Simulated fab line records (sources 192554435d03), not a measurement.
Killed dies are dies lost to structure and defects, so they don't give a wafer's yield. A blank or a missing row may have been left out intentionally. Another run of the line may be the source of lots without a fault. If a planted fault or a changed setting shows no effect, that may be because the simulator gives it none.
fab line records | flow n5-finfet
[record] lots = 5 | wafers = 15 | last-day = 17
route steps=1938 shown BEOL_M1@833 BEOL_M2@841 BEOL_M4@1111 PASSIVATION@1936
lots with no fault: from the same line, run without faults
start-h: the number of hours between the record's first day and the start of the first shown wafer of the lot | wait-h: how many hours have passed since the lot's step before this one | " identical to the entry in the row above | L1.1+2: one row covering several wafers at once | - no value, or no start was given | * or withheld: withheld | < > ~ a bound
route shown NAME@n: names a module that has steps shown in the file, with the first one's number in the route | usual: the fault-free wafers' mean and standard deviation | same: alike in all rows | chamber/n: place in a boat | sites: the reading at each site | _std_site: standard deviation of those values | _edge_site: inner sites' mean taken away from outer sites' mean | radius-mm: how far each site lies from the wafer's centre | mask NAME#n: copy n | behind: the most recent tool/chamber to have shaped the wafer | hold: what put the lot on hold/how long, in hours/how the hold closed | device: the transistor (n, p or np) that didn't switch | end of line: tests of these same wafers at the route's end | a step with no rows: only its recipe | killed: not the wafer's yield, but the dies lost to structure and defects at the first sort | map: a wafer's dies, marking killed ones x, the rest . and places with no die _
set.NAME: the setting that was run; set.NAME@STEP: the one run at that earlier step | model.NAME: the simulator's own value behind a step, which no gauge read
lots at selected steps of the route; one table per step, one row per wafer
services: a tool's chamber out of use, with start hour (start-h, from the record's first day; less than 0 if before it), hours out, and reason
[[steps]]
[step N5_BEOL_M1_CMP_52]
[recipe] stop-on = SiOC | t-overpolish-s = 6.8 | down-force-psi = 1 | platen-rpm = 50 | clearing-platen-down-force-psi = 1.5 | clearing-platen-rpm = 50 | post-cmp-clean = cu-alkaline | target-thk-nm = 40 | clearing-platen-pad-velocity-m-s = 0.99484 | pad-velocity-m-s = 0.99484
[usual] barrier-field-endpoint-s = 25.1/0.75 | motor-current-A = 6.1/0.67 | overpolish-run-s = 6.801/0.0094 | platen-rpm = 50.002/0.028 | slurry-flow-ml-min = 150.0/0.47 | time-to-endpoint-s = 64/4.3
lot.wafer | tool   | chamber | start-h | wait-h | barrier-field-endpoint-s | motor-current-A | overpolish-run-s | platen-rpm | slurry-flow-ml-min | time-to-endpoint-s
L505.3    | cmp-04 | 1       | 162.04  | 0.2    | 23.5                     | 6.5             | 6.795            | 49.982     | 150.0              | 57
L505.4    | "      | 3       | "       | "      | 24.9                     | 5.6             | 6.798            | 50.011     | 150.1              | 61
L505.6    | "      | 1       | "       | "      | 24.4                     | 6.6             | 6.802            | 49.987     | 149.7              | 61
L510.1    | cmp-02 | 1       | 199.30  | 0.3    | 25.2                     | 6.2             | 6.806            | 49.985     | 150.3              | 63
L510.5    | "      | 0       | "       | "      | 25.0                     | 7.2             | 6.814            | 50.035     | 150.0              | 67
L510.6    | "      | 1       | "       | "      | 24.6                     | 6.4             | 6.794            | 50.004     | 149.4              | 61
L515.2    | cmp-04 | 0       | 229.03  | 0.2    | 26.9                     | 5.3             | 6.817            | 49.979     | 150.2              | 74
L515.1    | "      | 1       | "       | "      | 24.6                     | 6.9             | 6.811            | 50.004     | 149.2              | 63
L515.6    | "      | 0       | "       | "      | 26.4                     | 5.2             | 6.789            | 49.988     | 150.3              | 75
L520.1    | cmp-04 | 2       | 252.67  | 0.4    | 23.8                     | 5.6             | 6.801            | 50.007     | 150.1              | 60
L520.4    | "      | 0       | "       | "      | 26.4                     | 5.0             | 6.798            | 49.998     | 149.7              | 70
L520.5    | "      | 1       | "       | "      | 25.0                     | 6.5             | 6.793            | 49.999     | 149.5              | 63
L522.4    | cmp-01 | 0       | 264.79  | 0.1    | 25.6                     | 6.3             | 6.772            | 49.998     | 150.1              | 62
L522.3    | "      | 2       | "       | "      | 25.9                     | 7.4             | 6.800            | 49.953     | 150.5              | 69
L522.6    | "      | 0       | "       | "      | 24.8                     | 6.2             | 6.798            | 49.972     | 150.7              | 62
[step N5_BEOL_M1_THK_MEAS_53]
[recipe] thk-meas-gauge = xrf | reads = Cu_of_BEOL_M1_ECD_50
[usual] M1_THK = 40.2/1.9
lot.wafer | tool          | chamber | start-h | wait-h | M1_THK[nm]
L505.3    | film-metro-02 | -       | 162.30  | -      | 38.1
L505.4    | "             | -       | "       | "      | 40.6
L505.6    | "             | -       | "       | "      | 37.7
L510.1    | film-metro-02 | -       | 199.56  | -      | 39.1
L510.5    | "             | -       | "       | "      | 42.5
L510.6    | "             | -       | "       | "      | 37.9
L515.1    | film-metro-01 | -       | 229.32  | -      | 38.8
L515.2    | "             | -       | "       | "      | 43.9
L515.6    | "             | -       | "       | "      | 45.9
L520.1    | film-metro-02 | -       | 252.92  | -      | 40.3
L520.4    | "             | -       | "       | "      | 43.0
L520.5    | "             | -       | "       | "      | 39.8
L522.3    | film-metro-02 | -       | 265.08  | -      | 38.2
L522.4    | "             | -       | "       | "      | 37.5
L522.6    | "             | -       | "       | "      | 39.2
[step N5_BEOL_M1_PRE_CLEAN_60]
[recipe] gas = NH3/H2 | time-s = 15 | temp-c = * | rf-power-w = 300
[usual] heater-power-w = 84/5.9 | susceptor-temp-C = *
lot.wafer | tool      | chamber | start-h | wait-h | heater-power-w | susceptor-temp-C
L505.3    | cvd-co-01 | 2       | 162.34  | 0.0    | 75             | *
L505.4    | "         | 1       | "       | "      | 89             | *
L505.6    | "         | 0       | "       | "      | 80             | *
L510.1    | cvd-co-02 | 1       | 199.59  | 0.0    | 79             | *
L510.5    | "         | 2       | "       | "      | 93             | *
L510.6    | "         | 1       | "       | "      | 79             | *
L515.1    | cvd-co-02 | 1       | 229.36  | 0.0    | 76             | *
L515.2    | "         | 0       | "       | "      | 88             | *
L515.6    | "         | 2       | "       | "      | 90             | *
L520.1    | cvd-co-02 | 0       | 253.03  | 0.1    | 88             | *
L520.4    | "         | 0       | "       | "      | 86             | *
L520.5    | "         | 1       | "       | "      | 76             | *
L522.3    | cvd-co-02 | 0       | 265.23  | 0.1    | 86             | *
L522.4    | "         | 1       | "       | "      | 76             | *
L522.6    | "         | 1       | "       | "      | 78             | *
[step N5_BEOL_M1_CO_CAP_55]
[recipe] material = Co | target-thk-a = 20 | temp-c = 200 | precursor = CCTBA/H2 | pressure-torr = 30 | time-s = 102.1
[step N5_BEOL_M1_PRE_CLEAN_56]
[recipe] gas = NH3 | time-s = 15 | temp-c = withheld | rf-power-w = 300
[step N5_BEOL_M1_DEP_57]
[recipe] material = SiCN | target-thk-a = 80 | temp-c = withheld | precursor = 3MS/NH3 | pressure-torr = 3 | rf-w = 202 | time-s = 14
[usual] showerhead-plenum-p-Torr = 3.662/0.012 | throttle-valve-pct = 9.1/0.67
lot.wafer | tool     | chamber | start-h | wait-h | showerhead-plenum-p-Torr | throttle-valve-pct
L505.3    | pecvd-02 | 1       | 162.49  | 0.0    | 3.665                    | 9.3
L505.4    | "        | 2       | "       | "      | 3.662                    | 8.9
L505.6    | "        | 0       | "       | "      | 3.652                    | 8.7
L510.1    | pecvd-02 | 1       | 199.75  | 0.0    | 3.660                    | 9.2
L510.5    | "        | 1       | "       | "      | 3.662                    | 9.1
L510.6    | "        | 0       | "       | "      | 3.645                    | 8.5
L515.1    | pecvd-02 | 2       | 229.52  | 0.0    | 3.650                    | 9.0
L515.2    | "        | 0       | "       | "      | 3.662                    | 8.5
L515.6    | "        | 0       | "       | "      | 3.651                    | 8.5
L520.1    | pecvd-04 | 1       | 253.18  | 0.0    | 3.672                    | 10.5
L520.4    | "        | 0       | "       | "      | 3.659                    | 9.7
L520.5    | "        | 1       | "       | "      | 3.660                    | 10.3
L522.3    | pecvd-03 | 2       | 265.42  | 0.0    | 3.644                    | 8.5
L522.4    | "        | 0       | "       | "      | 3.665                    | 8.7
L522.6    | "        | 1       | "       | "      | 3.689                    | 9.5
[step N5_BEOL_M1_RS_MEAS_58]
[recipe] thk-meas-gauge = four-point-probe | reads = Co_of_BEOL_M1_CO_CAP_55+Cu_of_BEOL_M1_ECD_50+Co_of_BEOL_M1_CVD_47+TaN_of_BEOL_M1_ALD_84
[usual] M1_RS = 0.66/0.04
lot.wafer | tool          | chamber | start-h | wait-h | M1_RS[ohm/sq]
L505.3    | film-metro-01 | -       | 162.56  | 0.1    | 0.71
L505.4    | "             | -       | "       | "      | 0.66
L505.6    | "             | -       | "       | "      | 0.72
L510.1    | film-metro-01 | -       | 199.82  | 0.0    | 0.68
L510.5    | "             | -       | "       | "      | 0.62
L510.6    | "             | -       | "       | "      | 0.71
L515.1    | film-metro-01 | -       | 229.58  | 0.0    | 0.69
L515.2    | "             | -       | "       | "      | 0.60
L515.6    | "             | -       | "       | "      | 0.56
L520.1    | film-metro-02 | -       | 253.25  | 0.0    | 0.65
L520.4    | "             | -       | "       | "      | 0.60
L520.5    | "             | -       | "       | "      | 0.67
L522.3    | film-metro-02 | -       | 265.49  | 0.1    | 0.69
L522.4    | "             | -       | "       | "      | 0.71
L522.6    | "             | -       | "       | "      | 0.67
[step N5_BEOL_M1_INSPECT_59]
[recipe] inspect-instrument = darkfield | mode = post-dep
[usual] raw-defect-count = 71/20
lot.wafer | tool              | chamber | start-h | wait-h | raw-defect-count
L505.3    | defect-inspect-02 | -       | 162.59  | 0.0    | 90
L505.4    | "                 | -       | "       | "      | 67
L505.6    | "                 | -       | "       | "      | 85
L510.1    | defect-inspect-02 | -       | 199.84  | 0.0    | 45
L510.5    | "                 | -       | "       | "      | 70
L510.6    | "                 | -       | "       | "      | 51
L515.1    | defect-inspect-01 | -       | 229.61  | 0.0    | 43
L515.2    | "                 | -       | "       | "      | 81
L515.6    | "                 | -       | "       | "      | 82
L520.1    | defect-inspect-02 | -       | 253.27  | 0.0    | 39
L520.4    | "                 | -       | "       | "      | 44
L520.5    | "                 | -       | "       | "      | 68
L522.3    | defect-inspect-02 | -       | 265.51  | 0.0    | 65
L522.4    | "                 | -       | "       | "      | 96
L522.6    | "                 | -       | "       | "      | 91
[step N5_BEOL_M2_ILD_DEP_00]
[recipe] material = SiOC | target-thk-a = 790 | temp-c = 350 | precursor = DEMS/O2 | pressure-torr = 5 | rf-w = 500 | time-s = 15.3
[step N5_BEOL_M2_THK_MEAS_01]
[recipe] reads = SiOC_of_BEOL_M2_ILD_DEP_00
[usual] M2_ILD_THK = 78.7/1.3
lot.wafer | tool          | chamber | start-h | wait-h | M2_ILD_THK[nm]
L505.3    | film-metro-01 | -       | 162.69  | 0.1    | 79.5
L505.4    | "             | -       | "       | "      | 79.5
L505.6    | "             | -       | "       | "      | 82.0
L510.1    | film-metro-02 | -       | 199.95  | 0.0    | 77.5
L510.5    | "             | -       | "       | "      | 79.3
L510.6    | "             | -       | "       | "      | 79.1
L515.1    | film-metro-01 | -       | 229.71  | 0.0    | 78.3
L515.2    | "             | -       | "       | "      | 78.1
L515.6    | "             | -       | "       | "      | 79.2
L520.1    | film-metro-02 | -       | 253.38  | 0.0    | 75.2
L520.4    | "             | -       | "       | "      | 76.4
L520.5    | "             | -       | "       | "      | 78.8
L522.3    | film-metro-01 | -       | 265.62  | 0.1    | 77.4
L522.4    | "             | -       | "       | "      | 79.0
L522.6    | "             | -       | "       | "      | 78.8
[step N5_BEOL_M2_PECVD_72]
[recipe] material = SiO2 | target-thk-a = 160 | temp-c = 400 | precursor = TEOS/O2 | pressure-torr = 5.5 | rf-w = 450 | teos-flow-sccm = 53.8 | gas = O2 | flow-sccm = 3000 | time-s = 18
[usual] heater-power-w = 659/96 | showerhead-plenum-p-Torr = 8.78/0.068 | susceptor-temp-C = 400.04/0.2 | throttle-valve-pct = 21.6/1
lot.wafer | tool     | chamber | start-h | wait-h | heater-power-w | showerhead-plenum-p-Torr | susceptor-temp-C | throttle-valve-pct
L505.3    | pecvd-02 | 1       | 162.73  | 0.0    | 672            | 8.76                     | 399.58           | 22.6
L505.4    | "        | 1       | "       | "      | 658            | 8.77                     | 399.91           | 22.5
L505.6    | "        | 0       | "       | "      | 724            | 8.74                     | 400.56           | 20.7
L510.1    | pecvd-01 | 0       | 199.98  | 0.0    | 690            | 8.80                     | 400.16           | 21.7
L510.5    | "        | 0       | "       | "      | 712            | 8.79                     | 400.11           | 21.6
L510.6    | "        | 1       | "       | "      | 605            | 8.72                     | 400.25           | 21.7
L515.1    | pecvd-01 | 1       | 229.75  | 0.0    | 615            | 8.71                     | 400.24           | 21.3
L515.2    | "        | 0       | "       | "      | 683            | 8.82                     | 399.74           | 21.8
L515.6    | "        | 0       | "       | "      | 711            | 8.80                     | 400.10           | 21.8
L520.1    | pecvd-01 | 0       | 253.42  | 0.0    | 595            | 8.81                     | 399.69           | 21.6
L520.4    | "        | 1       | "       | "      | 538            | 8.71                     | 400.00           | 21.2
L520.5    | "        | 1       | "       | "      | 525            | 8.72                     | 399.98           | 21.6
L522.3    | pecvd-03 | 2       | 265.65  | 0.0    | 552            | 8.71                     | 399.96           | 20.5
L522.4    | "        | 1       | "       | "      | 813            | 8.90                     | 399.84           | 23.2
L522.6    | "        | 0       | "       | "      | 728            | 8.78                     | 399.93           | 21.7
[step N5_BEOL_M2_HM_DEP_02]
[recipe] material = TiN | target-thk-a = 200 | temp-c = 25 | chamber-pressure-pa = 0.49996
[usual] susceptor-temp-C = 25.00/0.1 | throttle-valve-pct = 30.1/0.72
lot.wafer | tool           | chamber | start-h | wait-h | susceptor-temp-C | throttle-valve-pct
L505.3    | pvd-sputter-01 | -       | 163.77  | 1.0    | 25.06            | 31.1
L505.4    | "              | -       | "       | "      | 25.00            | 30.3
L505.6    | "              | -       | "       | "      | 25.02            | 31.0
L510.1    | pvd-sputter-03 | -       | 200.69  | 0.7    | 24.77            | 30.0
L510.5    | "              | -       | "       | "      | 25.06            | 30.5
L510.6    | "              | -       | "       | "      | 24.85            | 30.0
L515.1    | pvd-sputter-01 | -       | 229.81  | 0.0    | 24.89            | 30.9
L515.2    | "              | -       | "       | "      | 24.90            | 28.9
L515.6    | "              | -       | "       | "      | 24.88            | 31.3
L520.1    | pvd-sputter-01 | -       | 255.35  | 1.9    | 24.79            | 30.1
L520.4    | "              | -       | "       | "      | 24.95            | 30.3
L520.5    | "              | -       | "       | "      | 25.02            | 30.4
L522.3    | pvd-sputter-03 | -       | 266.90  | 1.2    | 25.13            | 29.8
L522.4    | "              | -       | "       | "      | 24.87            | 30.4
L522.6    | "              | -       | "       | "      | 25.03            | 30.2
[step N5_BEOL_M2_COAT_61]
[recipe] resist = SOC | temp-c = 250 | time-s = 60 | spin-rpm = 1500 | resist-thk-nm = 60
[usual] heater-power-total-W = 500.3/1.9 | run-length-s = 66.05/0.16
lot.wafer | tool           | chamber | start-h | wait-h | heater-power-total-W | run-length-s
L505.3    | litho-track-01 | 0       | 163.90  | 0.1    | 498.5                | 66.29
L505.4    | "              | 0       | "       | "      | 500.9                | 66.11
L505.6    | "              | 0       | "       | "      | 499.5                | 66.07
L510.1    | litho-track-04 | 0       | 200.81  | 0.1    | 500.7                | 65.86
L510.5    | "              | 0       | "       | "      | 497.4                | 65.77
L510.6    | "              | 0       | "       | "      | 502.9                | 65.76
L515.1    | litho-track-01 | 0       | 229.93  | 0.1    | 498.5                | 66.14
L515.2    | "              | 0       | "       | "      | 621.6                | 48.63
L515.6    | "              | 0       | "       | "      | 498.7                | 66.10
L520.1    | litho-track-04 | 0       | 255.47  | 0.1    | 503.1                | 65.80
L520.4    | "              | 0       | "       | "      | 502.0                | 66.07
L520.5    | "              | 0       | "       | "      | 498.9                | 65.85
L522.3    | litho-track-04 | 0       | 267.02  | 0.1    | 503.1                | 65.90
L522.4    | "              | 0       | "       | "      | 499.8                | 66.15
L522.6    | "              | 0       | "       | "      | 502.0                | 65.84
[step N5_BEOL_M2_COAT_62]
[recipe] resist = SiARC | temp-c = 220 | time-s = 60 | spin-rpm = 1500 | resist-thk-nm = 12
[step N5_BEOL_M4_RC_MEAS_101]
[usual] DIBL_N = 37.1/2.4 | DIBL_P = 37/3 | IOFF_N = 0.18/0.053 | IOFF_P = 0.21/0.05 | ION_N = 674/14 | ION_P = 459/9.2 | SS_N = 72.1/0.9 | SS_P = 73.4/0.89 | VT_N = 250/3.8 | VT_P = -251/3.7
lot.wafer | tool      | chamber | start-h | wait-h | DIBL_N[mV/V] | DIBL_P[mV/V] | IOFF_N[nA/um] | IOFF_P[nA/um] | ION_N[uA/um] | ION_P[uA/um] | SS_N[mV/dec] | SS_P[mV/dec] | VT_N[mV] | VT_P[mV]
L505.3    | prober-02 | 0       | 206.00  | 0.3    | 32.0         | 29           | 0.08          | 0.10          | 628          | 434          | 71.0         | 71.1         | 261      | -260
L505.4    | "         | 0       | "       | "      | 35.8         | 34           | 0.13          | 0.15          | 657          | 442          | 71.5         | 72.9         | 255      | -257
L505.6    | "         | 0       | "       | "      | 35.8         | 34           | 0.13          | 0.14          | 645          | 438          | 71.7         | 72.4         | 255      | -259
L510.1    | prober-02 | 0       | 234.74  | 0.0    | 37.9         | 39           | 0.20          | 0.24          | 687          | 469          | 71.9         | 74.3         | 247      | -251
L510.5    | "         | 0       | "       | "      | 33.3         | 34           | 0.12          | 0.16          | 660          | 458          | 71.1         | 73.4         | 254      | -257
L510.6    | "         | 0       | "       | "      | 38.5         | 37           | 0.22          | 0.20          | 666          | 452          | 73.4         | 73.0         | 249      | -252
L515.1    | prober-01 | 0       | 276.96  | 0.0    | 36.5         | 37           | 0.18          | 0.23          | 691          | 472          | 71.4         | 73.7         | 243      | -249
L515.2    | "         | 0       | "       | "      | 37.2         | 38           | 0.19          | 0.23          | 677          | 460          | 71.7         | 74.1         | 245      | -249
L515.6    | "         | 0       | "       | "      | 36.2         | 36           | 0.16          | 0.22          | 686          | 469          | 71.5         | 73.2         | 249      | -250
L520.1    | prober-02 | 0       | 288.09  | 0.0    | 35.7         | 35           | 0.16          | 0.18          | 667          | 453          | 72.1         | 73.4         | 251      | -255
L520.4    | "         | 0       | "       | "      | 39.9         | 40           | 0.25          | 0.26          | 691          | 464          | 72.7         | 74.3         | 244      | -248
L520.5    | "         | 0       | "       | "      | 35.7         | 35           | 0.15          | 0.18          | 661          | 449          | 71.8         | 73.0         | 254      | -254
L522.3    | prober-01 | 0       | 309.93  | 0.3    | 38.0         | 39           | 0.20          | 0.21          | 685          | 458          | 72.1         | 73.7         | 248      | -254
L522.4    | "         | 0       | "       | "      | 35.8         | 35           | 0.15          | 0.16          | 662          | 443          | 71.5         | 73.2         | 253      | -257
L522.6    | "         | 0       | "       | "      | 36.7         | 36           | 0.16          | 0.17          | 667          | 448          | 71.7         | 73.5         | 247      | -257
[step N5_PASSIVATION_PROBE_49]
[usual] defect-limited-yield = 91.6/1.4 | killed_at_M0_to_M3 = 32/9.5 | killed_at_M4_up = 13/6 | killed-at-contacts = 12/5.6 | killed-at-front-end = 39/11 | killed-at-other = 2.8/2.3 | killed-dies = 99/16 | killed-open = 65/12 | killed-short = 32/7.6 | sort_bin_5_function = 4.8/0.88 | sort_bin_6_memory = 3.2/0.65 | sort_bin_8_speed = 0.2/2 | sort-n-pass = 1077/29 | sort-yield-pct = 91.2/2.5
[same] gross-dies = 1180 | killed-at-back-side = 0 | sort_bin_4_leakage[%] = 0
lot.wafer | tool      | chamber | start-h | wait-h | defect-limited-yield[%] | killed_at_M0_to_M3 | killed_at_M4_up | killed-at-contacts | killed-at-front-end | killed-at-other | killed-dies | killed-open | killed-short | sort_bin_5_function[%] | sort_bin_6_memory[%] | sort_bin_8_speed[%] | sort-n-pass | sort-yield-pct[%]
L510.1    | prober-02 | -       | 343.49  | 0.0    | 89.7                    | 39                 | 8               | 10                 | 61                  | 3               | 121         | 88          | 33           | 5.5                    | 4.6                  | 0                   | 1059        | 89.7
L510.5    | prober-02 | -       | 343.69  | 0.2    | 91.6                    | 29                 | 10              | 2                  | 55                  | 3               | 99          | 70          | 29           | 5.2                    | 3.0                  | 0                   | 1081        | 91.6
L510.6    | prober-02 | -       | 343.74  | 0.3    | 92.0                    | 30                 | 8               | 3                  | 49                  | 4               | 94          | 66          | 28           | 4.4                    | 3.4                  | 0                   | 1086        | 92.0
// killed by level:class
L510.1 STI_FIN_REVEAL:geometric-particle:open=23 FIN_SAQP:geometric-particle:open=16 BEOL_M2:geometric-particle:open=10 BEOL_M1:geometric-particle:open=9 MOL_CONTACT_COAG:geometric-particle:open=8 BEOL_M0_SAQP:geometric-particle:short=8 FIN_SAQP:geometric-particle:short=6 STI_FIN_REVEAL:geometric-particle:short=5
L510.5 FIN_SAQP:geometric-particle:open=17 STI_FIN_REVEAL:geometric-particle:open=13 BEOL_M1:geometric-particle:open=13 FIN_SAQP:geometric-particle:short=7 BEOL_M4:geometric-particle:open=6 BEOL_M0_SAQP:geometric-particle:short=4 BEOL_M3:geometric-particle:open=4 STI_FIN_REVEAL:geometric-particle:short=3
L510.6 FIN_SAQP:geometric-particle:open=15 DUMMY_GATE:geometric-particle:open=9 BEOL_M1:geometric-particle:open=8 BEOL_M2:geometric-particle:open=8 FIN_SAQP:geometric-particle:short=5 STI_FIN_REVEAL:geometric-particle:open=5 BEOL_M0_SAQP:geometric-particle:open=5 ILD0:geometric-particle:short=4
[[services]]
tool      | chamber | start-h | hours | kind
pecvd-03  | 1       | 151.52  | 7.0   | repair
cmp-02    | -       | 155.76  | 3.9   | repair
cmp-02    | -       | 161.46  | 4.7   | pm
pecvd-01  | -       | 161.94  | 0.6   | repair
pecvd-04  | -       | 162.24  | 0.8   | repair
cvd-co-02 | -       | 164.73  | 2.8   | pm
cvd-co-02 | 0       | 176.20  | 9.3   | repair
cmp-04    | -       | 180.72  | 2.6   | repair
cmp-01    | -       | 197.28  | 2.3   | repair
pecvd-04  | 0       | 198.47  | 5.0   | repair
pecvd-03  | 2       | 202.38  | -     | clean
pecvd-03  | 2       | 202.38  | -     | consumable-replace:showerhead
cmp-04    | -       | 216.24  | 0.4   | repair
cmp-01    | -       | 222.06  | 19.9  | pm
pecvd-01  | -       | 222.27  | 2.8   | pm
pecvd-03  | -       | 228.10  | 5.5   | pm
cvd-co-02 | -       | 236.57  | 0.5   | repair
pecvd-01  | 0       | 237.40  | 3.7   | repair
pecvd-02  | 2       | 242.89  | 5.5   | scheduled-down
pecvd-01  | 2       | 250.46  | 9.1   | repair
cmp-01    | -       | 254.51  | 0.3   | repair
cmp-02    | -       | 259.65  | 4.0   | pm
cvd-co-02 | -       | 263.49  | 0.8   | repair
cmp-04    | -       | 264.38  | 0.9   | repair
[[key]]
[first-sign] step = N5_BEOL_M2_COAT_61 | reading = run-length-s | direction = down | sigmas = 99+ | usual = * | struck = *
[effect] step = N5_BEOL_M2_COAT_61 | reading = heater-power-total-W | direction = up | sigmas = 66 | usual = * | struck = *
met-at N5_BEOL_M2_COAT_61
struck-wafers L515.2
onset-between 163.90 229.93
[fault] kind = process-parameter-drift | tool = litho-track-01 | chamber = - | onset-h = 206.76 | steps = N5_BEOL_M2_COAT_61 | channel = time-s | offset = * | shape = step | end-h = 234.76 | scope = struck-wafers-only | acts-in = * | stated = *
